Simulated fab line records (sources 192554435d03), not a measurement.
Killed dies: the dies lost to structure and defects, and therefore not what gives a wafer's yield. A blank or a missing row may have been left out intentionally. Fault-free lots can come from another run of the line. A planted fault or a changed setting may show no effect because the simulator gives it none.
Which tool did it?	flow n5Finfet	12 lots with 36 wafers sampled at 2 steps, on a route of 1938 steps

## WHAT THE GAUGES READ, wafer by wafer
N5_BEOL_M15_CD_MEAS_17 targets a cd of 360 nm.
lot	measured	on	cdNm (nm)
L074	day 12 23:49	cdSem-01	362.4 361.9 361.3
L078	day 13 23:31	cdSem-03	361.8 361.3 362.1
L076	day 14 06:57	cdSem-03	361.6 360.7 362.3
L081	day 14 08:29	cdSem-02	362.1 363.5 362.0
L083	day 15 07:55	cdSem-01	363.0 363.5 363.4
L085	day 16 06:32	cdSem-02	361.3 362.7 361.7
L087	day 16 16:49	cdSem-02	359.1 360.6 360.4
L089	day 17 17:29	cdSem-02	361.7 360.7 362.6
L090	day 18 17:47	cdSem-02	360.3 361.2 361.6
L093	day 19 02:23	cdSem-02	361.0 360.9 361.9
L097	day 19 15:47	cdSem-02	364.7 362.3 365.0
L096	day 20 02:25	cdSem-03	361.2 361.8 360.7

## WHICH TOOL RAN EACH LOT (tool, then ch and the chambers of the sampled wafers, then the start)
lot	N5_BEOL_M15_STRIP_63
L074	rieDiel-04 ch 1,2, day 12 23:49 or earlier
L078	rieDiel-04 ch 1,2,3, day 13 23:31 or earlier
L076	rieDiel-02 ch 1,3, day 14 06:57 or earlier
L081	rieDiel-04 ch 0,1,3, day 14 08:29 or earlier
L083	rieDiel-04 ch 1,2, day 15 07:55 or earlier
L085	rieDiel-04 ch 0,3, day 16 06:32 or earlier
L087	rieDiel-02 ch 1,2, day 16 16:49 or earlier
L089	rieDiel-02 ch 1,2,3, day 17 17:29 or earlier
L090	rieDiel-04 ch 1,2, day 18 17:47 or earlier
L093	rieDiel-04 ch 1,2, day 19 02:23 or earlier
L097	rieDiel-02 ch 0,1, day 19 15:47 or earlier
L096	rieDiel-02 ch 2,3, day 20 02:25 or earlier
- N5_BEOL_M15_STRIP_63: strips in O2.

## THE ANSWER, worked out from the rows above alone
Rule: usual is defined by the lots themselves. Put in order of their means at a reading, lots are off if they are a third of the lots or fewer, leave a main group of 4 or more, and stand apart from it by a gap of 3 or more times the standard deviation of the main group's means; of several such gaps the widest counts. A main group is skipped when, at the precision printed for the reading in the tables above, its means are all equal. Also off: a lot with no number at a reading for which 4 or more lots have one. All remaining lots with rows at the step are treated as sound.
No lot is off at any reading shown: from this, nothing can be told.

## WHAT THE SIMULATOR HAD PUT IN
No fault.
